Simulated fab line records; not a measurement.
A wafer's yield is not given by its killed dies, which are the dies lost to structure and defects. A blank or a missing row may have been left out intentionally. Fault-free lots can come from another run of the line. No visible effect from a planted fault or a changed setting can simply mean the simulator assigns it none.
Split-lot study ; flow n5Finfet ; on a route of 1938 steps: 7 lots, 39 wafers read

## ON THE SPLIT
At N5_FIN_SAQP_SPACER2_ALD_28 (deposits SiO2, target thk 8.1 nm, pulse time 1 s, purge time 2 s), the setting targetThkA was moved away from the recipe's 81 angstrom on 12 of the 39 wafers read, by +19.1% to +50.5%. This setting was run at the recipe's value on the other wafers.

## FROM THE SPLIT TO THE READING: what the file shows between them, 9 steps
- N5_FIN_SAQP_SPACER2_ETCHBACK_29: etches SiO2 in CHF3/O2, target depth 12.2 nm, time 6.1 s
- N5_FIN_SAQP_MANDREL2_REMOVE_60: chemistry HBr/Cl2/O2, target a-Si, stops on SiNx, bt time 10 s
- N5_FIN_SAQP_CD_MEAS_31: target cd 8 nm
- N5_FIN_SAQP_HM_OPEN_33: chemistry CH3F/O2, target SiNx, target depth 49.4 nm, time 70.6 s
- N5_FIN_SAQP_ETCH_34: etches SiO2 in C4F6/O2, target depth 45 nm, time 15 s
- N5_FIN_SAQP_STRIP_77: strips in N2/H2, time 90 s
- N5_FIN_SAQP_HM_CD_35: target cd 8 nm
- N5_FIN_SAQP_ETCH_64: etches SiO2 in CF4, target depth 1.5 nm
- N5_FIN_SAQP_FIN_ETCH_36: etches the open film in HBr/Cl2/O2, target depth 120 nm, time 50.4 s

## THE READING
At N5_FIN_SAQP_CD_MEAS_37: cdNm in nanometres, against a target cd of 8 nm. Fault-free wafers of this fab line usually give 8.19 nm, standard deviation 0.25 nm.

wafer;tool, chamber at the split;targetThkA as run, angstrom;against the recipe;cdNm, nm;against lot-mates on the recipe
L079.2;aldSin-01, 3,0,0;81;recipe;8.56;-
L079.4;aldSin-01, 3,0,0;81;recipe;8.42;-
L079.6;aldSin-01, 3,0,0;81;recipe;8.52;-
L082.1;aldSin-02, 3,2,1;81;recipe;8.19;-
L082.2;aldSin-02, 3,2,1;81;recipe;8.13;-
L082.3;aldSin-02, 3,2,1;81;recipe;8.03;-
L082.4;aldSin-02, 0,0,1;121.9;+50.5%;12.23;+4.11
L082.5;aldSin-02, 0,0,1;121.9;+50.5%;12.19;+4.07
L082.6;aldSin-02, 0,0,1;121.9;+50.5%;12.59;+4.47
L084.1;aldSin-01, 3,1;96.45;+19.1%;9.56;+1.53
L084.2;aldSin-01, 0;96.45;+19.1%;9.82;+1.79
L084.3;aldSin-01, 2,0;81;recipe;8.34;-
L084.4;aldSin-01, 3,1;96.45;+19.1%;9.57;+1.54
L084.5;aldSin-01, 2,0;81;recipe;8.03;-
L084.6;aldSin-01, 1;81;recipe;7.73;-
L089.1;aldSin-02, 3,1;81;recipe;8.34;-
L089.2;aldSin-02, 2,0,2;110.3;+36.2%;11.05;+2.95
L089.3;aldSin-02, 3,1;81;recipe;8.09;-
L089.4;aldSin-02, 2,0,2;110.3;+36.2%;11.28;+3.18
L089.5;aldSin-02, 3;81;recipe;7.87;-
L089.6;aldSin-02, 2,0,2;110.3;+36.2%;10.98;+2.88
L090.1;aldSin-04, 1,3,0,0;81;recipe;8.15;-
L090.2;aldSin-04, 1,3,0,0;81;recipe;8.50;-
L090.3;aldSin-04, 1,3,0,0;81;recipe;7.92;-
L090.4;aldSin-04, 2,3;81;recipe;8.38;-
L090.5;aldSin-04, 1,3,0,0;81;recipe;8.26;-
L090.6;aldSin-04, 2,3;81;recipe;7.89;-
L096.1;aldSin-04, 0,2,3;81;recipe;8.41;-
L096.2;aldSin-04, 3,1,2;104.5;+29.0%;10.68;+2.37
L096.3;aldSin-04, 0,2,3;81;recipe;8.32;-
L096.4;aldSin-04, 3,1,2;104.5;+29.0%;10.52;+2.21
L096.5;aldSin-04, 0,2,3;81;recipe;8.19;-
L096.6;aldSin-04, 3,1,2;104.5;+29.0%;10.71;+2.40
L097.1;aldSin-01, 1;81;recipe;8.37;-
L097.2;aldSin-01, 3,2,0,3,0;81;recipe;8.38;-
L097.3;aldSin-01, 3,2,0,3,0;81;recipe;8.31;-
L097.4;aldSin-01, 3,2,0,3,0;81;recipe;7.82;-
L097.5;aldSin-01, 3,2,0,3,0;81;recipe;8.16;-
L097.6;aldSin-01, 3,2,0,3,0;81;recipe;8.02;-
Where a row lists several chambers, the file gives one row for several wafers and doesn't say which wafer went through which chamber.

THE FIT
A straight line over all 39 wafers: cdNm changes by +0.0816 nm for each +1% of targetThkA; r = +0.99; the points scatter about the line by 0.21 nm.
The same after taking each lot's own level away (the mean of its wafers on the recipe; 39 wafers): +0.083 nm for each +1%; r = +0.99; scatter 0.17 nm.
That fit puts the effect of the largest move of targetThkA on the reading at 4.2 nm.
The lots' own levels span 8.033 to 8.500 nm, that is 1.9 times the standard deviation above.
So the lot-to-lot level changes the slope little: the two slopes agree.
Check: for one of the wafers moved furthest among these (+50.5%), held out of the fit, the line's prediction against its lot-mates is +4.21 nm. It came out at +4.11 nm against them.

## FURTHER SPLITS ON THESE WAFERS
These wafers also went through other splits before the reading. Each is held against what the fit with the lots' levels taken away leaves over:
other split on the same wafers;wafers away from the commonest value;r with cdNm (lot level and that fit taken away)
N5_ZERO_LAYER_DEVELOP_10 developTimeS;15;+0.36

## THE WHOLE CHAIN: every reading that the file lists as answering this split, in the file's order
step;what it does;reading;change (the file's fit);r (the file's)
N5_FIN_SAQP_SPACER2_ALD_28;deposits SiO2, target thk 8.1 nm, pulse time 1 s, purge time 2 s;SiO2_of_FIN_SAQP_SPACER2_ALD_28.thkNm (the simulator's own value, which no gauge read);+0.0824 nm for each +1% of the setting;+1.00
N5_FIN_SAQP_MANDREL2_REMOVE_60;chemistry HBr/Cl2/O2, target a-Si, stops on SiNx, bt time 10 s;FIN_SAQP.cdNm (the simulator's own value, which no gauge read);+0.0818 nm for each +1% of the setting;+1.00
N5_FIN_SAQP_CD_MEAS_31;target cd 8 nm;cdNm;+0.0809 nm for each +1% of the setting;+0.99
N5_FIN_SAQP_HM_OPEN_33;chemistry CH3F/O2, target SiNx, target depth 49.4 nm, time 70.6 s;FIN_SAQP.cdNm (the simulator's own value, which no gauge read);+0.0811 nm for each +1% of the setting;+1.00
N5_FIN_SAQP_ETCH_34;etches SiO2 in C4F6/O2, target depth 45 nm, time 15 s;FIN_SAQP.cdNm (the simulator's own value, which no gauge read);+0.0831 nm for each +1% of the setting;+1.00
N5_FIN_SAQP_HM_CD_35;target cd 8 nm;cdNm;+0.0828 nm for each +1% of the setting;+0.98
N5_FIN_SAQP_ETCH_64;etches SiO2 in CF4, target depth 1.5 nm;FIN_SAQP.cdNm (the simulator's own value, which no gauge read);+0.0855 nm for each +1% of the setting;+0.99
N5_FIN_SAQP_CD_MEAS_37;target cd 8 nm;cdNm;+0.083 nm for each +1% of the setting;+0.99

## THE FILE'S OWN FIT
cdNm changes by +0.083 nm for each +1% of targetThkA, r = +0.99.
